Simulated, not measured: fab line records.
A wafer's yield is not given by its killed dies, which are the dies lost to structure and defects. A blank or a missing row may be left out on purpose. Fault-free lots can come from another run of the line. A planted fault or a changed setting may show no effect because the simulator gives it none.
Matching of chambers | flow nandHarc | cmp-01 running NHARC_A_SGD_CUT_CMP_21: 3 sister chambers
The step polishes, target thk 148.19 nm. 3 wafers are shown with their chamber, then 5 later ones without.

== WAFERS PAIRED WITH THEIR CHAMBERS ==
wafer  | chamber | motorCurrentA (A)
L086.6 | 2       | 11.4
L091.1 | 1       | 12.0
L091.3 | 3       | 10.7

== WAFERS MISSING THEIR CHAMBER ==
wafer  | motorCurrentA (A)
L091.4 | 11.4
L095.1 | 11.2
L095.2 | 11.4
L097.1 | 10.2
L097.6 | 11.9

== THE CHAMBER EACH PASSED THROUGH ==
wafer  | from the rows above     | in truth
L091.4 | 2                       | 2
L095.1 | can't be placed: 2 or 3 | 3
L095.2 | 2                       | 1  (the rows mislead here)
L097.1 | 3                       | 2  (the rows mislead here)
L097.6 | can't be placed: 1 or 2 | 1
Correct placement for 1 of the 5. Can't be placed from these rows: 2 (the true chamber is among the candidates in 2). Number placed wrongly: 2.
How it was worked out, from the rows above alone: a wafer's distance from a chamber is the root of the sum, over the readings, of the square of ((its reading less the chamber's mean) divided by the reading's scatter). If the next closest chamber is less than 2 further off than the closest, the wafer can't be placed; otherwise it belongs to the closest. The mean given for a chamber averages the wafers shown for that chamber. The scatter: with one shown wafer a chamber, the root of the mean of the squares of how far each hidden wafer lies from its nearest shown one.
